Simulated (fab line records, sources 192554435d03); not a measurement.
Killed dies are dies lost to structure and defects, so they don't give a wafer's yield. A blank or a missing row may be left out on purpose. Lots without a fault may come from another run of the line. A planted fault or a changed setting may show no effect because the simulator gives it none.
Chamber matching | flow n5_finfet | N5_MOL_CONTACT_COAG_ETCH_90 on rie_diel-04: 4 sister chambers
The step etches SiARC in CF4, target depth 13 nm, time 21.7 s. 16 wafers are shown with their chamber, then 8 later ones without.

WAFERS WITH THEIR CHAMBER
wafer  | chamber | drypump_motor_current_A (A) | showerhead_plenum_p_Torr (Torr) | throttle_valve_pct (%)
L074.2 | 3       | 5.5                         | 2.20                            | 15.63
L074.4 | 1       | 6.2                         | 2.22                            | 15.91
L074.6 | 2       | 6.0                         | 2.13                            | 15.61
L077.1 | 0       | 6.1                         | 2.20                            | 15.05
L077.5 | 2       | 5.9                         | 2.13                            | 15.64
L077.6 | 1       | 6.2                         | 2.22                            | 15.95
L085.3 | 1       | 6.2                         | 2.21                            | 15.98
L085.4 | 3       | 5.5                         | 2.20                            | 15.13
L085.6 | 1       | 6.2                         | 2.21                            | 15.99
L087.1 | 0       | 6.1                         | 2.19                            | 15.11
L087.2 | 1       | 6.2                         | 2.21                            | 16.00
L087.5 | 3       | 5.5                         | 2.19                            | 15.16
L088.1 | 1       | 6.2                         | 2.21                            | 16.00
L088.3 | 0       | 6.1                         | 2.19                            | 15.10
L088.6 | 3       | 5.5                         | 2.19                            | 15.17
L089.2 | 2       | 5.9                         | 2.12                            | 15.71

SIGNATURES (means of the wafers above)
reading                  | chamber 0 | chamber 1 | chamber 2 | chamber 3 | scatter within a chamber
drypump_motor_current_A  | 6.100     | 6.200     | 5.933     | 5.500     | 0.0236
showerhead_plenum_p_Torr | 2.1933    | 2.2133    | 2.1267    | 2.1950    | 0.00553
throttle_valve_pct       | 15.0867   | 15.9717   | 15.6533   | 15.2725   | 0.124
Rule: a wafer's distance from a chamber is the root of the sum, over the readings, of the square of ((its reading less the chamber's mean) divided by the reading's scatter). The wafer belongs to the nearest chamber; if the next one is less than 2 further off, it can't be placed. The scatter: the root of (the sum of the squares of (reading less its chamber's mean) over the shown wafers, divided by (wafers less chambers)).

WAFERS WITHOUT THEIR CHAMBER
wafer  | drypump_motor_current_A (A) | showerhead_plenum_p_Torr (Torr) | throttle_valve_pct (%)
L089.3 | 5.5                         | 2.19                            | 15.17
L089.5 | 5.5                         | 2.19                            | 15.15
L090.4 | 5.5                         | 2.19                            | 15.16
L090.5 | 5.5                         | 2.19                            | 15.18
L090.6 | 6.1                         | 2.19                            | 15.09
L095.2 | 6.2                         | 2.21                            | 16.03
L095.3 | 5.5                         | 2.19                            | 15.19
L095.6 | 5.5                         | 2.19                            | 15.18

WHICH CHAMBER EACH WENT THROUGH
wafer  | from the rows above | in truth
L089.3 | 3                   | 3
L089.5 | 3                   | 3
L090.4 | 3                   | 3
L090.5 | 3                   | 3
L090.6 | 0                   | 0
L095.2 | 1                   | 1
L095.3 | 3                   | 3
L095.6 | 3                   | 3
Placed correctly: 8 of 8. Can't be placed from these rows: 0. Placed wrongly: 0.
